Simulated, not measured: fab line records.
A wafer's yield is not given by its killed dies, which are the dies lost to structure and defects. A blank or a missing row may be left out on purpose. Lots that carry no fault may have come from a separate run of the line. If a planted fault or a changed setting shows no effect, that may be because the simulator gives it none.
Split-lot study | flow n5-finfet | 7 lots, 21 wafers read, on a route of 1938 steps

SPLIT DETAILS
At N5_MIM_TOP_ETCH_ETCH_00 (etches TiN in Cl2/BCl3, target depth 38.5 nm), the setting bias-w was moved away from the recipe's 126 W on 7 of the 21 wafers read, by -10.6% to +14.8%. This setting was run at the recipe's value on the other wafers.

The reading is taken at the split's own step.

THE READING
MIM_TOP_ETCH.feature-depth-nm (the simulator's own value, which no gauge read), in nm, at N5_MIM_TOP_ETCH_ETCH_00 (etches TiN in Cl2/BCl3, target depth 38.5 nm). No usual value for it is given in the file. Across the 14 wafers here that went through the recipe, the average is 38.6 nm and the standard deviation 0.3 nm.

wafer  | tool, chamber at the split | bias-w as run, W | against the recipe | MIM_TOP_ETCH.feature-depth-nm, nm | against lot-mates on the recipe
L074.3 | rie-metal-03, 1            | 126              | recipe             | 38.6                              | -
L074.4 | rie-metal-03, 0            | 112.6            | -10.6%             | 37.8                              | -0.7
L074.6 | rie-metal-03, 1            | 126              | recipe             | 38.4                              | -
L075.1 | rie-metal-02, 0            | 126              | recipe             | 38.6                              | -
L075.3 | rie-metal-02, 0            | 126              | recipe             | 38.6                              | -
L075.4 | rie-metal-02, 1            | 126              | recipe             | 39                                | -
L079.1 | rie-metal-01, 0            | 126              | recipe             | 38.2                              | -
L079.3 | rie-metal-01, 0            | 132.3            | +5.0%              | 39                                | +0.8
L079.6 | rie-metal-01, 1            | 132.3            | +5.0%              | 38.6                              | +0.4
L083.2 | rie-metal-01, 0            | 144.6            | +14.8%             | 40.4                              | +1.8
L083.4 | rie-metal-01, 0            | 126              | recipe             | 38.6                              | -
L083.6 | rie-metal-01, 0            | 126              | recipe             | 38.6                              | -
L087.1 | rie-metal-03, 1            | 142.2            | +12.9%             | 40.6                              | +1.7
L087.4 | rie-metal-03, 0            | 126              | recipe             | 39.4                              | -
L087.6 | rie-metal-03, 1            | 126              | recipe             | 38.4                              | -
L090.3 | rie-metal-01, 0            | 126              | recipe             | 38.6                              | -
L090.4 | rie-metal-01, 1            | 126              | recipe             | 38.2                              | -
L090.5 | rie-metal-01, 1            | 143              | +13.5%             | 39.6                              | +1.2
L091.2 | rie-metal-02, 1            | 126              | recipe             | 38.6                              | -
L091.5 | rie-metal-02, 0            | 139              | +10.3%             | 40.2                              | +1.5
L091.6 | rie-metal-02, 1            | 126              | recipe             | 38.8                              | -

FIT RESULTS
A straight line over all 21 wafers: MIM_TOP_ETCH.feature-depth-nm changes by +0.109 nm for each +1% of bias-w; r = +0.88; the points scatter about the line by 0.36 nm.
The same after taking each lot's own level away (the mean of its wafers on the recipe; 21 wafers): +0.109 nm for each +1%; r = +0.93; scatter 0.26 nm.
The reading moves by 1.6 nm for the largest change in bias-w, on that fit.
From 38.20 to 38.90 nm: that is the span of the lots' own levels, equal to 2.4 times the standard deviation above.
Hence the lot-to-lot level has little effect on the slope; both slopes agree.
Check: for one of the wafers moved furthest among these (+14.8%), held out of the fit, the line's prediction against its lot-mates is +1.61 nm. It came out at +1.8 nm against them.

THE OTHER SPLITS THESE WAFERS WENT THROUGH
Other splits were also applied to these wafers ahead of the reading. Each is held against what the fit with the lots' levels taken away leaves over:
other split on the same wafers | wafers away from the commonest value | r with MIM_TOP_ETCH.feature-depth-nm (lot level and that fit taken away)
N5_BEOL_M13_ILD_DEP_00 time-s  | 6                                    | +0.09
N5_BEOL_M14_EXPOSE_07 dose-mj  | 7                                    | -0.15

THE WHOLE CHAIN: every reading that the file lists as answering this split, in the file's order
step                    | what it does                                 | reading                                                                        | change (the file's fit)               | r (the file's)
N5_MIM_TOP_ETCH_ETCH_00 | etches TiN in Cl2/BCl3, target depth 38.5 nm | etch.depth-nm (the simulator's own value, which no gauge read)                 | +0.112 nm for each +1% of the setting | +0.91
N5_MIM_TOP_ETCH_ETCH_00 | etches TiN in Cl2/BCl3, target depth 38.5 nm | MIM_TOP_ETCH.feature-depth-nm (the simulator's own value, which no gauge read) | +0.112 nm for each +1% of the setting | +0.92

FILE'S OWN FIT
MIM_TOP_ETCH.feature-depth-nm changes by +0.112 nm for each +1% of bias-w, r = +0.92.
